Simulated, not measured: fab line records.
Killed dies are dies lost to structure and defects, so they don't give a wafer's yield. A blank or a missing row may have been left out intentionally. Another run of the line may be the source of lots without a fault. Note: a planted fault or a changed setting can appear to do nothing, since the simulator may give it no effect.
The tool behind it: which one? | flow n5 finfet | 8 lots with 24 wafers sampled at 5 steps, on a route of 1938 steps

## WHAT EACH GAUGE READ, for each wafer
N5_BEOL_M4_RC_MEAS_101.
lot  | measured     | on        | DIBL_N (mV/V)
L592 | day 8 05:44  | prober-01 | 37.3 38.7 36.8
L596 | day 8 23:57  | prober-01 | 36.8 38.0 37.1
L599 | day 10 06:21 | prober-02 | 39.1 37.1 38.8
L600 | day 10 10:08 | prober-02 | 36.3 36.3 36.1
L604 | day 11 03:54 | prober-02 | 36.6 35.8 34.6
L606 | day 11 15:52 | prober-01 | 36.6 37.2 35.9
L611 | day 13 12:59 | prober-02 | 37.2 35.7 36.0
L613 | day 14 02:44 | prober-01 | 35.8 35.0 35.1

## WHAT TOOL EACH LOT RAN ON (gives the tool, then ch and the chambers of the sampled wafers, and finally the start)
lot  | N5_SDB_STRIP_21                   | N5_SDB_HM_OPEN_20                 | N5_DUMMY_REMOVAL_STRIP_10         | N5_HKMG_FIN_ETCH_58
L592 | rie diel-01 ch 0,2, day 4 06:48   | rie diel-01 ch 0,2, day 4 06:49   | rie diel-06 ch 0,2, day 4 11:14   | rie diel-02 ch 1,2,3, day 4 13:05
L596 | rie diel-01 ch 0,1,2, day 5 05:55 | rie diel-01 ch 0,1,2, day 5 05:56 | rie diel-05 ch 1,2,3, day 5 09:47 | rie diel-02 ch 2,3, day 5 11:43
L599 | rie diel-03 ch 0,1,3, day 6 00:18 | rie diel-03 ch 0,1,3, day 6 00:19 | rie diel-06 ch 0,1,3, day 6 04:08 | rie diel-02 ch 0,1,3, day 6 06:00
L600 | rie diel-02 ch 0,1, day 6 11:34   | rie diel-02 ch 0,1, day 6 11:35   | rie diel-06 ch 0,1, day 6 15:16   | rie diel-01 ch 0,3, day 6 17:00
L604 | rie diel-02 ch 0,2,3, day 7 07:25 | rie diel-02 ch 0,2,3, day 7 07:26 | rie diel-06 ch 0,1,2, day 7 11:08 | rie diel-02 ch 0,2,3, day 7 12:59
L606 | rie diel-03 ch 1,2,3, day 7 17:20 | rie diel-03 ch 1,2,3, day 7 17:22 | rie diel-06 ch 2,3, day 7 21:16   | rie diel-02 ch 0,2,3, day 7 23:18
L611 | rie diel-03 ch 1,3, day 9 01:11   | rie diel-03 ch 1,3, day 9 01:13   | rie diel-06 ch 0,2,3, day 9 05:06 | rie diel-02 ch 1,3, day 9 06:50
L613 | rie diel-02 ch 2,3, day 9 09:47   | rie diel-02 ch 2,3, day 9 09:48   | rie diel-04 ch 0,2, day 9 13:53   | rie diel-01 ch 0,2, day 9 15:45
- N5_SDB_STRIP_21: strips in CF4.
- N5_SDB_HM_OPEN_20: chemistry CH3F/O2, target SiNx, stops on poly-Si, target depth 24 nm.
- N5_DUMMY_REMOVAL_STRIP_10: strips in N2/H2, time 40 s.
- N5_HKMG_FIN_ETCH_58: etches SOC in N2/H2, target depth 215.8 nm, time 741 s.

## THE ANSWER, worked out from the rows above alone
Rule: what is usual is taken from the lots themselves. The widest of any qualifying gaps counts: lots, ordered by their means at a reading, are off when they make up no more than a third of the lots, leave a main group of 4 or more, and stand apart from it by 3 or more times the standard deviation of that group's means. A main group whose means are all the same, to the digits that the tables above print for the reading, isn't used. A lot without any number at a reading at which 4 lots or more have one is off too. All remaining lots with rows at the step are treated as sound.
Nothing can be told from this: no lot is off at any reading shown.

## WHAT THE SIMULATOR HAD INSERTED
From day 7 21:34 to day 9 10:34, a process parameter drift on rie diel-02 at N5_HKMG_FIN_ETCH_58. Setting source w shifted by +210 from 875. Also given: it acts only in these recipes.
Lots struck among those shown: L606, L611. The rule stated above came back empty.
